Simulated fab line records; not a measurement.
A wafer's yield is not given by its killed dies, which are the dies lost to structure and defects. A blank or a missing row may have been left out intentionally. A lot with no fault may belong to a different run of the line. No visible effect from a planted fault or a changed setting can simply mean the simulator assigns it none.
Problem report in the 8D (eight disciplines) form, filled by code ; flow n5 finfet ; the parts of the form that need people (team, actions taken, sign-off) are left out

1. WHAT WENT WRONG
N5_BEOL_M9_VIA_ETCH_34, rf fwd power W: mean 260.5 W over 1 wafer from 1 lot; wafers with no fault: 341.8 W, standard deviation 1.4. Measured from the usual mean, that is -58 standard deviations.
The step: etches SiCOH lowk in C4F6/O2, target depth 182.4 nm, time 68.4 s.
Earliest sighting: wafer L594.1 on rie diel-03 at day 11 16:13. The record holds 14 wafers of 5 lots with a number at this step. Rule for "out", or "out of limits": more than 4 standard deviations from the usual mean. The other wafers with a number count as sound.

2. WHAT THIS IS AND IS NOT
question;is;is not
which readings at this step;rf fwd power W, rf vpp V;drypump motor current A, oes product au, showerhead plenum p Torr, throttle valve pct
which lots;L594;L586, L587, L605, L607
which wafers of those lots;L594.1;L594.5
read on which tools;rie diel-03;rie diel-01, rie diel-02
when;from day 11 16:13;"up to then (7 sound wafers); but 6 sound wafers of L605, L607 came after"

3. SUSPECTS, AND WHAT RULES EACH OUT
Counting: if a tool at a process step up to the reading ran every lot that is out, it stays a suspect. Sound lots after the first of them don't rule it out here, since some wafers of a struck lot are sound.
- rie diel-03 at N5_BEOL_M9_DESCUM_33 (chemistry O2, time 7 s): kept. The lot that is out, L594, ran on it at day 11 16:02; the last sound lot it ran before that was L587, at day 10 05:10.
- rie diel-03 at N5_BEOL_M9_ETCH_76 (etches underlayer in N2/H2, target depth 6.5 nm, time 5.2 s): kept. The lot that is out, L594, ran on it at day 11 16:04; the last sound lot it ran before that was L587, at day 10 05:12.
- rie diel-03 at N5_BEOL_M9_ETCH_65 (etches SiARC in CF4, target depth 15.6 nm, time 26 s): kept. The lot that is out, L594, ran on it at day 11 16:05; the last sound lot it ran before that was L587, at day 10 05:13.
- rie diel-03 at N5_BEOL_M9_ETCH_66 (etches SOC in N2/H2, target depth 80 nm, overetch 16 nm, time 120 s): kept. The lot that is out, L594, ran on it at day 11 16:07; the last sound lot it ran before that was L587, at day 10 05:14.
- rie diel-03 at N5_BEOL_M9_VIA_ETCH_34 (etches SiCOH lowk in C4F6/O2, target depth 182.4 nm, time 68.4 s): kept. The lot that is out, L594, ran on it at day 11 16:13; the last sound lot it ran before that was L587, at day 10 05:20. On those wafers its own readings are out: rf fwd power W, rf vpp V.
- Within rie diel-03 at N5_BEOL_M9_DESCUM_33: the wafers that are out ran in chamber 3; their sound lot-mates ran in chamber 0.
- Within rie diel-03 at N5_BEOL_M9_ETCH_76: the wafers that are out ran in chamber 3; their sound lot-mates ran in chamber 0.
- Within rie diel-03 at N5_BEOL_M9_ETCH_65: the wafers that are out ran in chamber 3; their sound lot-mates ran in chamber 0.
- Within rie diel-03 at N5_BEOL_M9_ETCH_66: the wafers that are out ran in chamber 3; their sound lot-mates ran in chamber 0.
- Within rie diel-03 at N5_BEOL_M9_VIA_ETCH_34: the wafers that are out ran in chamber 3; their sound lot-mates ran in chamber 0.
Left after counting: rie diel-03 at N5_BEOL_M9_DESCUM_33, rie diel-03 at N5_BEOL_M9_ETCH_76, rie diel-03 at N5_BEOL_M9_ETCH_65, rie diel-03 at N5_BEOL_M9_ETCH_66, rie diel-03 at N5_BEOL_M9_VIA_ETCH_34.

4. THE CAUSE (what the simulator had put in)
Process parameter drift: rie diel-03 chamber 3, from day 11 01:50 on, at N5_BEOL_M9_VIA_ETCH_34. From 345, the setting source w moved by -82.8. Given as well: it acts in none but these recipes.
Counting left 5 suspects, and this tool is among them.

5. THE EFFECT CHAIN, in route order
Each row: a reading whose mean over the struck wafers that have a number lies more than 3 standard deviations from the usual. Scope: only readings with a usual standard deviation given in the record; hours: median across lots of the time from each lot's start at the first step in this table that gives one to its start at this step; sigmas: change in usual standard deviations.
hours;step;reading;usual;on struck wafers;change;sigmas
0;N5_BEOL_M9_VIA_ETCH_34;oes_f_703_au;0.74 a.u.;0.53;-0.21;-3.9
0;N5_BEOL_M9_VIA_ETCH_34;oes_o_777_au;0.74 a.u.;0.54;-0.20;-3.7
0;N5_BEOL_M9_VIA_ETCH_34;rf fwd power W;341.8 W;260.5;-81.3;-58
0;N5_BEOL_M9_VIA_ETCH_34;rf vpp V;663 V;786;+123;+9.5
Here are the process steps it includes:
- N5_BEOL_M9_VIA_ETCH_34: etches SiCOH lowk in C4F6/O2, target depth 182.4 nm, time 68.4 s.

6. WHAT WOULD HAVE CAUGHT IT SOONER
In this record the first reading out of limits was taken at day 11 16:13, 14 hours after the fault began at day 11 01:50.
